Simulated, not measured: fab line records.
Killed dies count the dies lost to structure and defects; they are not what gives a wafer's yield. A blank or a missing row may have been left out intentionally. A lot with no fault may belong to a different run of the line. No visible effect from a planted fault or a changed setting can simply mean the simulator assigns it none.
2 desks, one fault ; flow n5_finfet ; each desk holds nothing but its own numbers, with what lay behind them at the end

== FROM THE METROLOGY DESK ==
Means of the sampled wafers that have a number, per lot and without regard to the tool the lot ran on: this is what the gauges read. The brackets show how far a lot's mean lies from the usual mean; more than 4 standard deviations puts the lot out of limits, marked OUT. Only the readings that lie furthest out on some lot appear, 7 of the 10 it has.
Columns: A = DIBL_N at N5_BEOL_M4_RC_MEAS_101, usual 36.4 mV/V; B = IOFF_N at N5_BEOL_M4_RC_MEAS_101, usual 0.154 nA/um; C = ION_N at N5_BEOL_M4_RC_MEAS_101, usual 671 uA/um; D = ION_P at N5_BEOL_M4_RC_MEAS_101, usual 460 uA/um; E = SS_N at N5_BEOL_M4_RC_MEAS_101, usual 71.6 mV/dec; F = SS_P at N5_BEOL_M4_RC_MEAS_101, usual 73.4 mV/dec; G = VT_N at N5_BEOL_M4_RC_MEAS_101, usual 250.9 mV
lot;first seen here;A;B;C;D;E;F;G
L158;day 7 23:53;39.6;0.194;689;469;72.9;74.2;246.4
L159;day 8 04:26;36.5;0.150;675;453;72.1;73.0;252.5
L160;day 8 07:36;36.7;0.155;665;455;71.2;73.9;251.9
L164;day 9 13:07;36.7;0.160;682;467;71.2;73.7;248.3
L168;day 10 04:52;36.2;0.148;675;466;71.3;72.5;249.4
L169;day 10 12:19;36.2;0.147;665;458;71.3;73.5;251.8
L171;day 10 14:43;35.2;0.146;674;460;71.6;72.5;251.6
L176;day 12 06:35;37.5;0.167;668;458;72.1;73.3;250.9
L178;day 13 07:52;37.3;0.181;675;460;71.7;73.9;247.0
This desk's verdict: no lot among the 9 shows anything out of limits.

== AT THE TOOL OWNER'S DESK: litho_track-05 ==
The tool's own readings at N5_MOL_CONTACT_COAG_COAT_104 (time 60 s, resist thk 12 nm): means of the sampled wafers that have a number, for each lot that ran on this tool. The brackets show how far a lot's mean lies from the usual mean; more than 4 standard deviations puts the lot out of limits, marked OUT.
Columns: A = exhaust_pa at N5_MOL_CONTACT_COAG_COAT_104, usual 44.9 Pa; B = spin_speed_rpm at N5_MOL_CONTACT_COAG_COAT_104, usual 1500.0 rpm
lot;first seen here;A;B
L158;day 4 16:14;45.1;1498.9
L164;day 6 06:55;44.3;1499.3
L168;day 7 00:37;44.0;1431.8 (-57) OUT
L169;day 7 11:06;44.3;1434.0 (-55) OUT
Finding of this desk: L168, L169 out of limits; the first was L168 at day 7 00:37, on spin_speed_rpm at N5_MOL_CONTACT_COAG_COAT_104. L158, L164: within limits.

== PUT TOGETHER ==
The tool owner's desk could have raised an alarm at day 7 00:37, on L168, L169.
The metrology desk saw nothing out of limits.
The metrology desk holds a record of L168, L169, inside its limits.
All the named lots went through N5_MOL_CONTACT_COAG_COAT_104 on litho_track-05.

== WHAT THE SIMULATOR PUT IN ==
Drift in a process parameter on litho_track-05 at N5_MOL_CONTACT_COAG_COAT_104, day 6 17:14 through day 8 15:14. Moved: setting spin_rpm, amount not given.
Struck lots among those shown: L168, L169.
Each desk's first reading out of limits, in hours after the fault started: the tool owner's desk, 7.
